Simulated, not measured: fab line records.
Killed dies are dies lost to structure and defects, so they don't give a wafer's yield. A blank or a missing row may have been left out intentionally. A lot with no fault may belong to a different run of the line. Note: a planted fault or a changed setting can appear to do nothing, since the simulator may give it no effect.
fab line records    flow n5Finfet    part 1 of 2: steps 1 to 22 of 32
[record] lots = 5  wafers = 15  lastDay = 16
route steps=1938 shown BEOL_M5@1176 BEOL_M6@1194
lots that met no fault: from a run of the same line without faults
startH: hours from the record's opening day to when the first of the lot's shown wafers began    waitH: hours from the lot's prior step to this one    " identical to the entry in the row above    L1.1+2: several wafers, shown together as one row    - value missing, or start not given    * or withheld: withheld    < > ~ a bound
route shown NAME@n: a module of which the file shows steps, and the number in the route of the first    usual: mean and standard deviation over wafers with no fault    same: alike in all rows    chamber/n: place in a boat    sites: readings site by site    _std_site: their standard deviation    _edge_site: inner sites' mean taken away from outer sites' mean    radiusMm: for every site, how far away it sits from the centre of the wafer    mask NAME#n: copy n    behind: the tool/chamber that last shaped the wafer    hold: reason for holding the lot/hours on hold/outcome of the hold    device: whichever transistor did not switch (one of n, p or np)    end of line: tests run on the same wafers once the route is complete    a step with no rows: only its recipe    killed: dies that structure and defects cost at the first sort, which is not the same as the wafer's yield    map: per-die view of a wafer (x killed, . not killed, _ where there is no die)
set.NAME: the run value of the setting; set.NAME@STEP: its run value at that earlier step    model.NAME: the simulator's own value behind a step, which no gauge read
lots at selected steps of the route; one table per step, one row per wafer
services: from which hour (startH, from the record's first day; less than 0 if before it) a tool's chamber was out of use, for how many hours, and why
[[steps]]
[step N5_BEOL_M5_ANNEAL_49]
[recipe] tempC = 400  timeS = 1800  ambient = vacuum
[usual] heaterPowerW = 818/45
[same] timeS = 1800
lot.wafer  tool           chamber  startH  waitH  heaterPowerW
L076.1     pvdSputter-02  -        175.68  0.0    806
L076.2     "              -        "       "      753
L076.5     "              -        "       "      776
L077.1     pvdSputter-01  -        202.51  0.0    789
L077.2     "              -        "       "      678
L077.5     "              -        "       "      683
L089.1     pvdSputter-01  -        270.93  0.0    784
L089.3     "              -        "       "      873
L089.5     "              -        "       "      685
L091.3     pvdSputter-03  -        277.69  0.0    820
L091.4     "              -        "       "      852
L091.5     "              -        "       "      858
L093.1     pvdSputter-03  -        293.23  0.0    847
L093.3     "              -        "       "      873
L093.6     "              -        "       "      824
[step N5_BEOL_M5_SPUTTER_81]
[recipe] material = Cu  targetThkA = 150  tempC = -20  chamberPressurePa = 0.07  powerW = withheld  timeS = 27.62
[usual] chuckSensorTempC = -16.4/0.46  throttleValvePct = 29.8/1.1
[same] timeS = 27.62
lot.wafer  tool           chamber  startH  waitH  chuckSensorTempC  throttleValvePct
L076.1     pvdSputter-02  -        176.69  0.5    -16.3             30.3
L076.2     "              -        "       "      -16.0             29.2
L076.5     "              -        "       "      -16.2             29.2
L077.1     pvdSputter-01  -        203.52  0.5    -16.8             30.8
L077.2     "              -        "       "      -16.7             29.3
L077.5     "              -        "       "      -16.8             29.4
L089.1     pvdSputter-01  -        271.94  0.5    -16.6             30.3
L089.3     "              -        "       "      -16.2             29.1
L089.5     "              -        "       "      -16.7             29.3
L091.3     pvdSputter-03  -        278.70  0.5    -16.6             28.5
L091.4     "              -        "       "      -15.3             30.4
L091.5     "              -        "       "      -16.7             28.4
L093.1     pvdSputter-03  -        294.24  0.5    -16.8             28.5
L093.3     "              -        "       "      -16.3             30.1
L093.6     "              -        "       "      -17.0             29.8
[step N5_BEOL_M5_ANNEAL_82]
[recipe] tempC = 400  timeS = 1800  ambient = vacuum
[usual] heaterPowerW = 819/48
[same] timeS = 1800
lot.wafer  tool           chamber  startH  waitH  heaterPowerW
L076.1     pvdSputter-02  -        176.77  0.0    800
L076.2     "              -        "       "      788
L076.5     "              -        "       "      792
L077.1     pvdSputter-01  -        203.60  0.0    785
L077.2     "              -        "       "      686
L077.5     "              -        "       "      688
L089.1     pvdSputter-01  -        272.02  0.0    779
L089.3     "              -        "       "      836
L089.5     "              -        "       "      673
L091.3     pvdSputter-03  -        278.78  0.0    844
L091.4     "              -        "       "      838
L091.5     "              -        "       "      820
L093.1     pvdSputter-03  -        294.32  0.0    850
L093.3     "              -        "       "      875
L093.6     "              -        "       "      806
[step N5_BEOL_M5_SPUTTER_83]
[recipe] material = Cu  targetThkA = 150  tempC = -20  chamberPressurePa = 0.07  powerW = withheld  timeS = 27.62
[usual] chuckSensorTempC = -16.4/0.45  throttleValvePct = 29.8/1.1
[same] timeS = 27.62
lot.wafer  tool           chamber  startH  waitH  chuckSensorTempC  throttleValvePct
L076.1     pvdSputter-02  -        177.77  0.5    -16.3             30.6
L076.2     "              -        "       "      -16.3             29.0
L076.5     "              -        "       "      -16.1             29.4
L077.1     pvdSputter-01  -        204.60  0.5    -16.6             30.6
L077.2     "              -        "       "      -16.8             29.3
L077.5     "              -        "       "      -16.8             29.3
L089.1     pvdSputter-01  -        273.03  0.5    -16.6             30.6
L089.3     "              -        "       "      -16.2             29.3
L089.5     "              -        "       "      -16.9             29.4
L091.3     pvdSputter-03  -        279.79  0.5    -16.8             28.5
L091.4     "              -        "       "      -15.2             30.3
L091.5     "              -        "       "      -16.8             28.7
L093.1     pvdSputter-03  -        295.32  0.5    -16.8             28.1
L093.3     "              -        "       "      -16.4             29.9
L093.6     "              -        "       "      -17.0             29.7
[step N5_BEOL_M5_ANNEAL_84]
[recipe] tempC = 400  timeS = 1800  ambient = vacuum
[usual] heaterPowerW = 818/46
[same] timeS = 1800
lot.wafer  tool           chamber  startH  waitH  heaterPowerW
L076.1     pvdSputter-02  -        177.85  0.0    798
L076.2     "              -        "       "      807
L076.5     "              -        "       "      806
L077.1     pvdSputter-01  -        204.68  0.0    789
L077.2     "              -        "       "      686
L077.5     "              -        "       "      683
L089.1     pvdSputter-01  -        273.11  0.0    767
L089.3     "              -        "       "      845
L089.5     "              -        "       "      683
L091.3     pvdSputter-03  -        279.87  0.0    821
L091.4     "              -        "       "      800
L091.5     "              -        "       "      824
L093.1     pvdSputter-03  -        295.40  0.0    835
L093.3     "              -        "       "      879
L093.6     "              -        "       "      812
[step N5_BEOL_M5_SPUTTER_88]
[recipe] material = Cu  targetThkA = 150  tempC = -20  chamberPressurePa = 0.07  powerW = withheld  timeS = 27.62
[usual] chuckSensorTempC = -16.4/0.46  throttleValvePct = 29.8/1.1
[same] timeS = 27.62
lot.wafer  tool           chamber  startH  waitH  chuckSensorTempC  throttleValvePct
L076.1     pvdSputter-02  -        178.86  0.5    -16.1             30.6
L076.2     "              -        "       "      -16.3             28.8
L076.5     "              -        "       "      -16.1             29.0
L077.1     pvdSputter-01  -        205.69  0.5    -16.7             30.7
L077.2     "              -        "       "      -16.8             29.5
L077.5     "              -        "       "      -16.9             29.3
L089.1     pvdSputter-01  -        274.11  0.5    -16.6             30.5
L089.3     "              -        "       "      -16.1             28.9
L089.5     "              -        "       "      -16.7             29.4
L091.3     pvdSputter-03  -        283.82  3.4    -16.8             28.5
L091.4     "              -        "       "      -15.4             29.9
L091.5     "              -        "       "      -16.6             28.5
L093.1     pvdSputter-03  -        296.41  0.5    -16.7             28.5
L093.3     "              -        "       "      -16.4             29.9
L093.6     "              -        "       "      -16.8             29.8
[step N5_BEOL_M5_ANNEAL_89]
[recipe] tempC = 400  timeS = 1800  ambient = vacuum
[usual] heaterPowerW = 818/48
[same] timeS = 1800
lot.wafer  tool           chamber  startH  waitH  heaterPowerW
L076.1     pvdSputter-02  -        178.94  0.0    808
L076.2     "              -        "       "      794
L076.5     "              -        "       "      814
L077.1     pvdSputter-01  -        205.77  0.0    775
L077.2     "              -        "       "      675
L077.5     "              -        "       "      678
L089.1     pvdSputter-01  -        274.19  0.0    787
L089.3     "              -        "       "      831
L089.5     "              -        "       "      698
L091.3     pvdSputter-03  -        283.90  0.0    823
L091.4     "              -        "       "      842
L091.5     "              -        "       "      825
L093.1     pvdSputter-03  -        296.49  0.0    822
L093.3     "              -        "       "      886
L093.6     "              -        "       "      814
[step N5_BEOL_M5_SPUTTER_90]
[recipe] material = Cu  targetThkA = 45  tempC = -20  chamberPressurePa = 0.07  powerW = withheld  timeS = 8.29
[usual] chuckSensorTempC = -16.4/0.45  throttleValvePct = 29.8/1.1
[same] timeS = 8.29
lot.wafer  tool           chamber  startH  waitH  chuckSensorTempC  throttleValvePct
L076.1     pvdSputter-02  -        179.95  0.5    -16.2             30.6
L076.2     "              -        "       "      -16.3             29.1
L076.5     "              -        "       "      -16.3             29.1
L077.1     pvdSputter-01  -        206.78  0.5    -16.6             30.5
L077.2     "              -        "       "      -16.7             29.4
L077.5     "              -        "       "      -16.7             29.6
L089.1     pvdSputter-01  -        275.20  0.5    -16.6             30.6
L089.3     "              -        "       "      -16.3             28.9
L089.5     "              -        "       "      -16.7             29.2
L091.3     pvdSputter-03  -        284.91  0.5    -16.7             28.5
L091.4     "              -        "       "      -15.5             30.1
L091.5     "              -        "       "      -16.7             28.7
L093.1     pvdSputter-03  -        297.50  0.5    -16.8             28.5
L093.3     "              -        "       "      -16.6             30.2
L093.6     "              -        "       "      -16.9             29.9
[step N5_BEOL_M5_ECD_50]
[recipe] material = Cu  targetThkA = 3000
lot.wafer   tool      chamber  startH  waitH
L076.1+2+5  ecdCu-01  1,0,0    180.07  0.1
L077.1+2+5  ecdCu-02  1,0,0    206.89  0.1
L089.1+3+5  ecdCu-01  1,0,1    275.32  0.1
L091.3+4+5  ecdCu-02  1,0,0    285.05  0.1
L093.1+3+6  ecdCu-01  1,0,0    297.61  0.1
[step N5_BEOL_M5_ANNEAL_51]
[recipe] tempC = 225  timeS = 90  ambient = N2
[usual] wafer_temp_C_max = 225.77/0.22
[same] timeS = 90
lot.wafer  tool          chamber  startH  waitH  wafer_temp_C_max
L076.1     rtpAnneal-01  0        180.15  0.1    225.82
L076.2     "             0        "       "      225.89
L076.5     "             0        "       "      225.99
L077.1     rtpAnneal-02  0        206.98  0.1    225.99
L077.2     "             0        "       "      225.66
L077.5     "             0        "       "      226.04
L089.1     rtpAnneal-02  0        275.40  0.1    225.47
L089.3     "             0        "       "      225.73
L089.5     "             0        "       "      225.75
L091.3     rtpAnneal-01  0        285.20  0.1    225.43
L091.4     "             0        "       "      225.44
L091.5     "             0        "       "      225.63
L093.1     rtpAnneal-02  0        297.70  0.1    225.81
L093.3     "             0        "       "      225.49
L093.6     "             0        "       "      225.33
[step N5_BEOL_M5_CMP_52]
[recipe] stopOn = SiCOH_lowk  tOverpolishS = 6.9  downForcePsi = 1  platenRpm = 50  clearingPlatenDownForcePsi = 1.5  clearingPlatenRpm = 50  postCmpClean = cuAlkaline  targetThkNm = 62  clearingPlatenPadVelocityMS = 0.99484  padVelocityMS = 0.99484
[usual] barrierFieldEndpointS = 25.1/0.83  motorCurrentA = 6.4/0.57  overpolishRunS = 6.900/0.0094  retainingRingPressureFrac = 1.000/0.0048  timeToEndpointS = 65/5.1
lot.wafer  tool    chamber  startH  waitH  barrierFieldEndpointS  motorCurrentA  overpolishRunS  retainingRingPressureFrac  timeToEndpointS
L076.1     cmp-03  1        180.49  0.3    24.2                   5.6            6.901           1.004                      56
L076.2     "       2        "       "      24.0                   5.5            6.908           0.999                      58
L076.5     "       1        "       "      24.5                   5.6            6.886           0.998                      58
L077.2     cmp-03  3        207.29  0.2    24.2                   6.9            6.894           1.002                      67
L077.1     "       2        "       "      24.1                   5.5            6.904           0.992                      64
L077.5     "       0        "       "      24.2                   6.6            6.895           0.997                      63
L089.1     cmp-02  2        275.71  0.3    25.9                   6.8            6.910           0.998                      71
L089.3     "       1        "       "      25.4                   6.2            6.916           1.001                      70
L089.5     "       2        "       "      25.8                   7.0            6.894           0.998                      72
L091.4     cmp-02  3        285.41  0.1    26.4                   6.2            6.901           1.009                      67
L091.3     "       0        "       "      24.3                   6.8            6.900           1.000                      57
L091.5     "       0        "       "      24.8                   7.1            6.912           0.996                      59
L093.1     cmp-02  3        298.03  0.3    25.6                   6.2            6.895           0.998                      72
L093.3     "       1        "       "      26.3                   5.6            6.897           1.000                      76
L093.6     "       3        "       "      26.0                   6.0            6.913           1.000                      74
[step N5_BEOL_M5_THK_MEAS_53]
[recipe] thkMeasGauge = xrf  reads = Cu_of_BEOL_M5_ECD_50
[usual] M5_THK = 64.2/2.1
lot.wafer  tool          chamber  startH  waitH  M5_THK[nm]
L076.1     filmMetro-02  -        180.74  -      62.4
L076.2     "             -        "       "      60.8
L076.5     "             -        "       "      63.3
L077.1     filmMetro-02  -        207.59  -      62.6
L077.2     "             -        "       "      63.8
L077.5     "             -        "       "      60.0
L089.1     filmMetro-02  -        276.01  -      67.0
L089.3     "             -        "       "      64.6
L089.5     "             -        "       "      65.8
L091.3     filmMetro-02  -        285.70  -      64.2
L091.4     "             -        "       "      65.5
L091.5     "             -        "       "      63.8
L093.1     filmMetro-02  -        298.29  -      66.3
L093.3     "             -        "       "      65.5
L093.6     "             -        "       "      64.2
[step N5_BEOL_M5_PRE_CLEAN_77]
[recipe] gas = NH3/H2  timeS = 15  tempC = *  rfPowerW = 300
[usual] heaterPowerW = 94/15  rfFwdPowerW = 296.0/1
[same] timeS = 15
lot.wafer  tool      chamber  startH  waitH  heaterPowerW  rfFwdPowerW
L076.1     cvdCo-02  0        180.78  0.0    112           295.8
L076.2     "         2        "       "      84            296.1
L076.5     "         1        "       "      89            295.5
L077.1     cvdCo-02  2        207.62  0.0    87            298.0
L077.2     "         0        "       "      110           296.5
L077.5     "         1        "       "      87            294.9
L089.1     cvdCo-02  0        276.06  0.0    109           295.6
L089.3     "         2        "       "      86            297.3
L089.5     "         1        "       "      89            295.2
L091.3     cvdCo-01  0        285.74  0.0    70            294.7
L091.4     "         2        "       "      111           297.1
L091.5     "         0        "       "      69            294.5
L093.1     cvdCo-02  1        298.33  0.0    89            296.3
L093.3     "         0        "       "      108           297.4
L093.6     "         0        "       "      108           296.3
[step N5_BEOL_M5_CO_CAP_78]
[recipe] material = Co  targetThkA = 20  tempC = 200  precursor = CCTBA/H2  pressureTorr = 30  timeS = 102.1
[usual] heaterPowerW = 247/18
[same] timeS = 102.1
lot.wafer  tool      chamber  startH  waitH  heaterPowerW
L076.1     cvdCo-02  0        180.82  0.0    265
L076.2     "         2        "       "      240
L076.5     "         1        "       "      237
L077.1     cvdCo-02  2        207.66  0.0    238
L077.2     "         0        "       "      266
L077.5     "         1        "       "      234
L089.1     cvdCo-02  0        276.10  0.0    275
L089.3     "         2        "       "      235
L089.5     "         1        "       "      241
L091.3     cvdCo-01  0        285.78  0.0    212
L091.4     "         2        "       "      271
L091.5     "         0        "       "      218
L093.1     cvdCo-02  1        298.37  0.0    246
L093.3     "         0        "       "      264
L093.6     "         0        "       "      269
[step N5_BEOL_M5_PRE_CLEAN_55]
[recipe] gas = NH3  timeS = 15  tempC = withheld  rfPowerW = 300
[usual] rfFwdPowerW = 294.9/1.5
[same] timeS = 15
lot.wafer  tool      chamber  startH  waitH  rfFwdPowerW
L076.1     pecvd-02  1        180.91  0.1    294.1
L076.2     "         0        "       "      296.2
L076.5     "         0        "       "      297.6
L077.1     pecvd-01  0        207.75  0.1    294.9
L077.2     "         1        "       "      295.1
L077.5     "         1        "       "      294.2
L089.1     pecvd-03  1        276.19  0.1    296.1
L089.3     "         0        "       "      294.6
L089.5     "         0        "       "      294.5
L091.3     pecvd-02  0        285.87  0.1    297.1
L091.4     "         1        "       "      294.7
L091.5     "         2        "       "      292.2
L093.1     pecvd-02  0        298.46  0.1    296.5
L093.3     "         1        "       "      294.0
L093.6     "         0        "       "      296.2
[step N5_BEOL_M5_DEP_56]
[recipe] material = SiCN  targetThkA = 80  tempC = withheld  precursor = 3MS/NH3  pressureTorr = 3  rfW = 202  timeS = 14
[usual] rfFwdPowerW = 199.5/0.98  showerheadPlenumPTorr = 3.663/0.018  throttleValvePct = 9.0/0.53
[same] timeS = 14
lot.wafer  tool      chamber  startH  waitH  rfFwdPowerW  showerheadPlenumPTorr  throttleValvePct
L076.1     pecvd-02  1        180.94  0.0    199.2        3.662                  9.6
L076.2     "         0        "       "      200.5        3.661                  9.5
L076.5     "         0        "       "      199.6        3.663                  9.5
L077.1     pecvd-01  0        207.78  0.0    200.0        3.689                  9.1
L077.2     "         1        "       "      200.0        3.644                  9.0
L077.5     "         1        "       "      200.0        3.656                  8.9
L089.1     pecvd-03  1        276.21  0.0    200.8        3.680                  9.1
L089.3     "         0        "       "      199.4        3.687                  8.4
L089.5     "         0        "       "      200.7        3.673                  8.6
L091.3     pecvd-02  0        285.90  0.0    200.6        3.664                  9.5
L091.4     "         1        "       "      199.0        3.660                  9.5
L091.5     "         2        "       "      198.2        3.674                  8.0
L093.1     pecvd-02  0        298.48  0.0    200.1        3.674                  9.5
L093.3     "         1        "       "      198.2        3.653                  9.6
L093.6     "         0        "       "      200.0        3.668                  9.6
[step N5_BEOL_M5_RS_MEAS_57]
[recipe] thkMeasGauge = four-point-probe  reads = Co_of_BEOL_M5_CO_CAP_78+Cu_of_BEOL_M5_ECD_50+Co_of_BEOL_M5_CVD_47+TaN_of_BEOL_M5_ALD_86
[usual] M5_RS = 0.378/0.015
lot.wafer  tool          chamber  startH  waitH  M5_RS[ohm/sq]
L076.1     filmMetro-02  -        181.00  0.0    0.388
L076.2     "             -        "       "      0.400
L076.5     "             -        "       "      0.382
L077.1     filmMetro-01  -        207.85  0.0    0.386
L077.2     "             -        "       "      0.380
L077.5     "             -        "       "      0.409
L089.1     filmMetro-01  -        276.28  0.0    0.353
L089.3     "             -        "       "      0.369
L089.5     "             -        "       "      0.362
L091.3     filmMetro-01  -        285.96  0.1    0.372
L091.4     "             -        "       "      0.360
L091.5     "             -        "       "      0.373
L093.1     filmMetro-02  -        298.55  0.0    0.361
L093.3     "             -        "       "      0.368
L093.6     "             -        "       "      0.374
[step N5_BEOL_M5_INSPECT_58]
[recipe] inspectInstrument = darkfield  mode = postDep
[usual] rawDefectCount = 71/25
lot.wafer  tool              chamber  startH  waitH  rawDefectCount
L076.1     defectInspect-02  -        181.03  0.0    72
L076.2     "                 -        "       "      59
L076.5     "                 -        "       "      41
L077.1     defectInspect-01  -        207.87  0.0    71
L077.2     "                 -        "       "      62
L077.5     "                 -        "       "      68
L089.1     defectInspect-01  -        276.31  0.0    94
L089.3     "                 -        "       "      94
L089.5     "                 -        "       "      78
L091.3     defectInspect-01  -        285.99  0.0    76
L091.4     "                 -        "       "      108
L091.5     "                 -        "       "      66
L093.1     defectInspect-01  -        298.58  0.0    48
L093.3     "                 -        "       "      46
L093.6     "                 -        "       "      56
[step N5_BEOL_M6_ILD_DEP_00]
[recipe] material = SiCOH_lowk  targetThkA = 1797.5  tempC = 300  precursor = DEMS/porogen  pressureTorr = 5  rfW = 500  timeS = 33.4
[usual] heaterPowerW = 354/55  rfFwdPowerW = 495.4/1.9  showerheadPlenumPTorr = 5.733/0.023  throttleValvePct = 13.8/0.73
[same] timeS = 33.4
lot.wafer  tool      chamber  startH  waitH  heaterPowerW  rfFwdPowerW  showerheadPlenumPTorr  throttleValvePct
L076.1     pecvd-01  0        181.07  0.0    302           494.9        5.754                  13.6
L076.2     "         2        "       "      344           495.7        5.693                  12.5
L076.5     "         2        "       "      350           494.8        5.708                  12.9
L077.1     pecvd-01  1        207.91  0.0    411           497.5        5.728                  13.4
L077.2     "         0        "       "      341           499.0        5.763                  13.7
L077.5     "         2        "       "      405           495.8        5.720                  12.6
L089.1     pecvd-04  2        276.34  0.0    314           496.9        5.732                  15.0
L089.3     "         1        "       "      359           497.6        5.753                  13.6
L089.5     "         2        "       "      331           498.5        5.736                  15.2
L091.3     pecvd-01  2        286.02  0.0    343           490.8        5.698                  13.0
L091.4     "         1        "       "      440           494.7        5.725                  13.6
L091.5     "         2        "       "      346           492.2        5.700                  12.7
L093.1     pecvd-01  0        298.61  0.0    302           495.5        5.774                  13.8
L093.3     "         1        "       "      420           493.4        5.724                  13.4
L093.6     "         2        "       "      338           494.3        5.688                  13.0
[step N5_BEOL_M6_CURE_74]
[recipe] tempC = 385  timeS = 240  ambient = He/Ar  material = SiCOH_lowk
[usual] lampPowerPct = 52.31/0.051  wafer_temp_C_max = 386.8/0.54
[same] timeS = 240
lot.wafer  tool       chamber  startH  waitH  lampPowerPct  wafer_temp_C_max
L076.1     uvCure-03  2        181.13  0.0    52.30         386.5
L076.2     "          2        "       "      52.25         386.5
L076.5     "          2        "       "      52.37         386.8
L077.1     uvCure-03  1        207.97  0.0    52.27         386.8
L077.2     "          1        "       "      52.42         387.2
L077.5     "          1        "       "      52.22         386.9
L089.1     uvCure-03  0        276.41  0.0    52.40         388.3
L089.3     "          0        "       "      52.27         387.5
L089.5     "          0        "       "      52.33         387.8
L091.3     uvCure-03  1        286.25  0.2    52.32         386.5
L091.4     "          1        "       "      52.40         387.2
L091.5     "          1        "       "      52.33         386.4
L093.1     uvCure-01  0        298.68  0.0    52.35         386.6
L093.3     "          0        "       "      52.22         386.1
L093.6     "          0        "       "      52.32         385.8
[step N5_BEOL_M6_THK_MEAS_01]
[recipe] reads = SiCOH_lowk_of_BEOL_M6_ILD_DEP_00
[usual] M6_ILD_THK = 155.1/2.7
lot.wafer  tool          chamber  startH  waitH  M6_ILD_THK[nm]
L076.1     filmMetro-01  -        181.64  0.4    150.6
L076.2     "             -        "       "      156.4
L076.5     "             -        "       "      157.6
L077.1     filmMetro-01  -        208.97  0.8    154.2
L077.2     "             -        "       "      150.4
L077.5     "             -        "       "      158.0
L089.1     filmMetro-02  -        276.92  0.4    156.2
L089.3     "             -        "       "      152.8
L089.5     "             -        "       "      159.6
L091.3     filmMetro-02  -        286.60  0.3    156.5
L091.4     "             -        "       "      157.7
L091.5     "             -        "       "      159.0
L093.1     filmMetro-01  -        299.67  0.8    152.1
L093.3     "             -        "       "      148.5
L093.6     "             -        "       "      156.6
[step N5_BEOL_M6_PECVD_70]
[recipe] material = SiO2  targetThkA = 200  tempC = 400  precursor = TEOS/O2  pressureTorr = 5.5  rfW = 450  teosFlowSccm = 53.8  gas = O2  flowSccm = 3000  timeS = 22.7
[usual] heaterPowerW = 786/98  rfFwdPowerW = 445.2/1.7  showerheadPlenumPTorr = 8.77/0.087  throttleValvePct = 22.4/1.2
[same] timeS = 22.7
lot.wafer  tool      chamber  startH  waitH  heaterPowerW  rfFwdPowerW  showerheadPlenumPTorr  throttleValvePct
L076.1     pecvd-04  1        181.68  0.0    799           447.7        8.83                   22.0
L076.2     "         2        "       "      763           446.7        8.75                   23.7
L076.5     "         2        "       "      752           446.1        8.74                   24.0
L077.1     pecvd-04  1        209.00  0.0    792           446.2        8.83                   21.9
L077.2     "         2        "       "      720           446.2        8.71                   23.7
L077.5     "         0        "       "      970           443.9        8.79                   22.6
L089.1     pecvd-01  1        276.96  0.0    863           444.0        8.66                   21.8
L089.3     "         2        "       "      828           445.1        8.59                   20.9
L089.5     "         1        "       "      881           445.2        8.68                   21.7
L091.3     pecvd-02  0        286.64  0.0    751           446.0        8.79                   23.9
L091.4     "         2        "       "      751           441.7        8.83                   20.4
L091.5     "         1        "       "      688           445.7        8.73                   23.4
L093.1     pecvd-01  2        299.71  0.0    849           445.3        8.61                   20.6
L093.3     "         0        "       "      714           443.7        8.90                   22.5
L093.6     "         1        "       "      1049          444.3        8.69                   21.7
